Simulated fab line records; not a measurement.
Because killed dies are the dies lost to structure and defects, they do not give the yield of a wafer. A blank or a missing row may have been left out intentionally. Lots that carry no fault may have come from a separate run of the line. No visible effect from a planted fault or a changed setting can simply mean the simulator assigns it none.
Comparing a struck lot with a sound one | flow nand harc | 14 steps out of a route of 1302
Sound: these wafers, L446.2, L446.5, L446.6. Wafers struck: L455.3, L455.4, L455.5. The cause comes at the end.
At each step with rows: each side's tool, then ch and its chambers, then its first start. Under that, the readings that differ: sound wafers | struck wafers | difference of the means | sigmas: that difference in standard deviations of wafers without a fault.
alike: readings with means less than 2 such deviations apart, plus words and numbers identical on both sides. not compared: withheld readings, readings lacking a value on some wafer, bounds such as >300 that could conceal the same value, and numbers that have no deviation in the record and whose values overlap.
Wherever a step has rows on one side only, a row that says differs or no value, or a row with sigmas, the two part there. When numbers do not overlap yet have no deviation, they are printed without sigmas and do not part them. A reading missing from all wafers of one side parts the sides only when that side holds two or more wafers.

first, 4 steps without rows for these wafers: NHARC_A_ZERO_WELL_STRIP_14 (strips in SPM, time 900 s); NHARC_A_ZERO_WELL_IMPLANT_15; NHARC_A_ZERO_WELL_PRECLEAN_22 (cleans in SC1, time 60 s); NHARC_A_ZERO_WELL_SRD_23.
NHARC_A_ZERO_WELL_RTA_16: time 10 s.
  sound on rtp anneal-02 ch 0, day 9 18:18; struck on rtp anneal-02 ch 0, day 13 18:59
  alike: lamp power pct, lamp_zone_5_pct, wafer_temp_C_max
NHARC_A_ZERO_WELL_INSPECT_17:
  struck on defect inspect-01, day 13 19:08; sound on defect inspect-01, day 9 18:28
  alike: raw defect count
then, 3 steps without rows for these wafers: NHARC_A_SOURCE_PLATE_PRECLEAN_00 (cleans in HF-LAST, time 60 s); NHARC_A_SOURCE_PLATE_SRD_01; NHARC_A_SOURCE_PLATE_OXIDE_02 (material SiO2, target thk 10 nm, ox time 1362 s).
NHARC_A_SOURCE_PLATE_THK_MEAS_09: measures by ellipsometry.
  struck on film metro-01, day 14 02:31; sound on film metro-02, day 10 01:36
  alike: thk nm
then, 1 step without rows for these wafers: NHARC_A_SOURCE_PLATE_PVD_04 (deposits WSi2, target thk 50 nm).
NHARC_A_SOURCE_PLATE_CVD_03: deposits poly-Si, target thk 200 nm, time 4000 s.
  sound on lpcvd poly-04 ch 0, day 10 04:12; struck on lpcvd poly-01 ch 0, day 14 05:06
  reading               | sound             | struck            | difference | sigmas
  spike tc bottom C (C) | 642.5 643.1 641.9 | 656.5 658.8 660.6 | +16.1      | +9
  spike tc centre C (C) | 620.1 621.0 619.8 | 636.1 637.4 637.7 | +16.8      | +14
  spike tc lower C (C)  | 622.0 620.1 620.2 | 638.3 636.1 636.1 | +16.1      | +16
  spike tc top C (C)    | 636.6 640.6 638.7 | 654.3 654.0 654.4 | +15.6      | +14
  spike tc upper C (C)  | 620.2 621.1 622.7 | 635.8 637.8 637.7 | +15.8      | +13
  alike: zone power upper pct
then, 1 step without rows for these wafers: NHARC_A_SOURCE_PLATE_ANNEAL_05 (time 1800 s).
NHARC_A_SOURCE_PLATE_THK_MEAS_06: measures by ellipsometry.
  struck on film metro-01, day 14 15:30; sound on film metro-02, day 10 14:58
  reading     | sound             | struck            | difference | sigmas
  thk nm (nm) | 198.4 198.5 197.3 | 295.1 293.9 294.5 | +96.4      | +44

== WHERE THEY PART ==
Last at NHARC_A_SOURCE_PLATE_THK_MEAS_06 as far as this record goes, first at NHARC_A_SOURCE_PLATE_CVD_03.

WHY: what the simulator had put in
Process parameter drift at NHARC_A_SOURCE_PLATE_CVD_03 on lpcvd poly-01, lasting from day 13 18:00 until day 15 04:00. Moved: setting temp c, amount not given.
